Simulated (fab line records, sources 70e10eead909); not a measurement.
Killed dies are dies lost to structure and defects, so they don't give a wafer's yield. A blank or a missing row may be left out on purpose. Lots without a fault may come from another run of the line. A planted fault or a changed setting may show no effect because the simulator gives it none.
One fault seen from 3 desks | flow nand_harc | each desk has only its own numbers; what lay behind them comes last

THE DEFECT DESK
What the inspections along the route counted, lot by lot: means of the sampled wafers that have a number. A lot is out of limits, marked OUT, if its mean lies more than 4 standard deviations from the usual mean; the brackets give that distance.
Columns: A = raw_defect_count at NHARC_P_M1_INSPECT_27, usual 308; B = raw_defect_count at NHARC_P_M2_INSPECT_11, usual 4.4
lot  | first seen here | A              | B
L906 | day 6 23:18     | 247            | 4.7
L913 | day 8 23:20     | 934 (+4.2) OUT | 456.7 (+99 or more) OUT
L918 | day 9 09:35     | 377            | 4.0
L917 | day 9 09:41     | 258            | 2.0
L916 | day 9 10:05     | 609            | 445.7 (+99 or more) OUT
L919 | day 10 09:11    | 193            | 4.7
L921 | day 10 09:37    | 345            | 3.7
L920 | day 10 09:55    | 199            | 5.0
L925 | day 11 05:44    | 606            | 5.0
L927 | day 11 19:35    | 240            | 2.0
This desk's finding: out of limits on L913, L916; first on L913, day 8 23:20 (raw_defect_count at NHARC_P_M1_INSPECT_27). In limits: L906, L918, L917, L919, L921, L920, L925, L927.

THE METROLOGY DESK
What the gauges read, lot by lot, whatever tool the lot ran on: means of the sampled wafers that have a number. A lot is out of limits, marked OUT, if its mean lies more than 4 standard deviations from the usual mean; the brackets give that distance.
Columns: A = cd_nm at NHARC_P_M1_CD_MEAS_09, usual 129.9 nm
lot  | first seen here | A
L906 | day 6 20:16     | 130.1
L913 | day 8 20:31     | 129.2
L918 | day 9 06:44     | 130.0
L917 | day 9 06:53     | 130.0
L916 | day 9 07:09     | 129.5
L919 | day 10 05:34    | 129.4
L920 | day 10 06:19    | 129.9
L921 | day 10 06:47    | 129.9
L925 | day 11 02:58    | 130.2
L927 | day 11 16:45    | 130.4
This desk's finding: nothing out of limits on any of the 10 lots.

THE TOOL OWNER'S DESK: cmp-01
The tool's own readings at NHARC_P_M1_CMP_23 (polishes, t overpolish 20 s, target thk 157.82 nm): means of the sampled wafers that have a number, for each lot that ran on this tool. A lot is out of limits, marked OUT, if its mean lies more than 4 standard deviations from the usual mean; the brackets give that distance.
Columns: A = motor_current_A at NHARC_P_M1_CMP_23, usual 12.0 A; B = time_to_endpoint_s at NHARC_P_M1_CMP_23, usual 28.9 s
lot  | first seen here | A    | B
L913 | day 8 22:52     | 11.8 | 29.9
L916 | day 9 09:39     | 11.3 | 27.8
This desk's finding: nothing out of limits on any of the 2 lots.

PUT TOGETHER
The defect desk could have raised an alarm at day 8 23:20, on L913, L916.
The metrology desk saw nothing out of limits.
The tool owner's desk saw nothing out of limits.
The metrology desk has L913, L916 on record, within its limits.
The tool owner's desk has L913, L916 on record, within its limits.
Of the lots named, all ran NHARC_P_M1_CMP_23 on cmp-01.

WHAT THE SIMULATOR HAD PUT IN
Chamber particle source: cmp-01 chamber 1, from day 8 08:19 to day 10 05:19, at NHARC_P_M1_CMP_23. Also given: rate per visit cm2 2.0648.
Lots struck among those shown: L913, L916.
Hours from the fault's start to each desk's first reading out of limits: the defect desk, 15.
